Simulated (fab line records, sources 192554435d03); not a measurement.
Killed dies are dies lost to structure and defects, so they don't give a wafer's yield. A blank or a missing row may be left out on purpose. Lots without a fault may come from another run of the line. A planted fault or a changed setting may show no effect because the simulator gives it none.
Split-lot experiment | flow n5_finfet | 7 lots, 21 wafers read, on a route of 1938 steps

THE SPLIT
At N5_BEOL_M2_DESCUM_33 (chemistry O2, time 7 s), the setting time_s was moved away from the recipe's 7 s on 6 of the 21 wafers read, by -15.6% to +20.4%. The other wafers ran this setting at the recipe's value.

FROM THE SPLIT TO THE READING: what the file shows between them, 1 step
- N5_BEOL_M2_ETCH_77: etches underlayer in N2/H2, target depth 6.5 nm, time 5.2 s

THE READING
CAR-EUV_of_BEOL_M2_COAT_22.thk_nm (the simulator's own value, which no gauge read), in nm, at N5_BEOL_M2_ETCH_69 (etches SiARC in CF4, target depth 15.6 nm, time 26 s). The file gives no usual value for it. The 15 wafers here that ran the recipe average 11.1 nm, standard deviation 0.11 nm.

wafer  | tool, chamber at the split | time_s as run, s | against the recipe | CAR-EUV_of_BEOL_M2_COAT_22.thk_nm, nm | against lot-mates on the recipe
L078.1 | rie_diel-05, 2,3           | 7                | recipe             | 11.2                                  | -
L078.6 | rie_diel-05, 2,3           | 7                | recipe             | 11.2                                  | -
L078.3 | rie_diel-05, 0             | 8.236            | +17.7%             | 10.6                                  | -0.6
L083.1 | rie_diel-03, 1,0,0         | 7                | recipe             | 11                                    | -
L083.2 | rie_diel-03, 1,0,0         | 7                | recipe             | 11                                    | -
L083.6 | rie_diel-03, 1,0,0         | 7                | recipe             | 11                                    | -
L088.4 | rie_diel-05, 3,2           | 5.905            | -15.6%             | 11.8                                  | +0.6
L088.5 | rie_diel-05, 3,2           | 5.905            | -15.6%             | 11.8                                  | +0.6
L088.6 | rie_diel-05, 1             | 7                | recipe             | 11.2                                  | -
L089.1 | rie_diel-02, 2,3           | 7                | recipe             | 11.2                                  | -
L089.3 | rie_diel-02, 3             | 7                | recipe             | 11.2                                  | -
L089.5 | rie_diel-02, 2,3           | 7                | recipe             | 11.2                                  | -
L093.1 | rie_diel-02, 2             | 7                | recipe             | 11.2                                  | -
L093.6 | rie_diel-02, 2             | 7                | recipe             | 11.2                                  | -
L093.3 | rie_diel-02, 0             | 8.402            | +20.0%             | 10.4                                  | -0.8
L094.1 | rie_diel-05, 3             | 8.311            | +18.7%             | 10.6                                  | -0.7
L094.2 | rie_diel-05, 0,2           | 7                | recipe             | 11.2                                  | -
L094.5 | rie_diel-05, 0,2           | 7                | recipe             | 11.4                                  | -
L096.1 | rie_diel-03, 0             | 8.429            | +20.4%             | 10.4                                  | -0.6
L096.2 | rie_diel-03, 3             | 7                | recipe             | 11                                    | -
L096.5 | rie_diel-03, 3             | 7                | recipe             | 11                                    | -
Where a row lists several chambers, the file gives one row for several wafers and doesn't say which wafer went through which chamber.

THE FIT
A straight line over all 21 wafers: CAR-EUV_of_BEOL_M2_COAT_22.thk_nm changes by -0.0362 nm for each +1% of time_s; r = -0.96; the points scatter about the line by 0.11 nm.
The same after taking each lot's own level away (the mean of its wafers on the recipe; 21 wafers): -0.0361 nm for each +1%; r = -0.99; scatter 0.05 nm.
On that fit, the largest move of time_s shifts the reading by 0.74 nm.
The lots' own levels span 11.00 to 11.30 nm, that is 2.6 times the standard deviation above.
So the lot-to-lot level changes the slope little: the two slopes agree.
Check: with one of the wafers moved furthest among these (+20.4%) left out of the fit, the line predicts -0.767 nm for it against its lot-mates. It came out at -0.6 nm against them.

OTHER SPLITS ON THESE WAFERS
These wafers also went through other splits before the reading. Each is held against what the fit with the lots' levels taken away leaves over:
other split on the same wafers          | wafers away from the commonest value | r with CAR-EUV_of_BEOL_M2_COAT_22.thk_nm (lot level and that fit taken away)
N5_MOL_CONTACT_COAG_ALD_133 ald_cycles  | 4                                    | -0.12
N5_MOL_CONTACT_COAG_VIA_ETCH_117 bias_w | 9                                    | -0.06
N5_BEOL_M0_SAQP_COAT_69 spin_rpm        | 8                                    | +0.12
N5_BEOL_M0_SAQP_COAT_87 temp_c          | 6                                    | -0.05
N5_BEOL_M0_ETCH_109 bias_w              | 10                                   | -0.01

THE WHOLE CHAIN: every reading that the file lists as answering this split, in the file's order
step                 | what it does                                         | reading                                                                            | change (the file's fit)                | r (the file's)
N5_BEOL_M2_DESCUM_33 | chemistry O2, time 7 s                               | CAR-EUV_of_BEOL_M2_COAT_22.thk_nm (the simulator's own value, which no gauge read) | -0.0343 nm for each +1% of the setting | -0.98
N5_BEOL_M2_ETCH_69   | etches SiARC in CF4, target depth 15.6 nm, time 26 s | CAR-EUV_of_BEOL_M2_COAT_22.thk_nm (the simulator's own value, which no gauge read) | -0.0356 nm for each +1% of the setting | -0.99

THE FILE'S OWN FIT
CAR-EUV_of_BEOL_M2_COAT_22.thk_nm changes by -0.0356 nm for each +1% of time_s, r = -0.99.
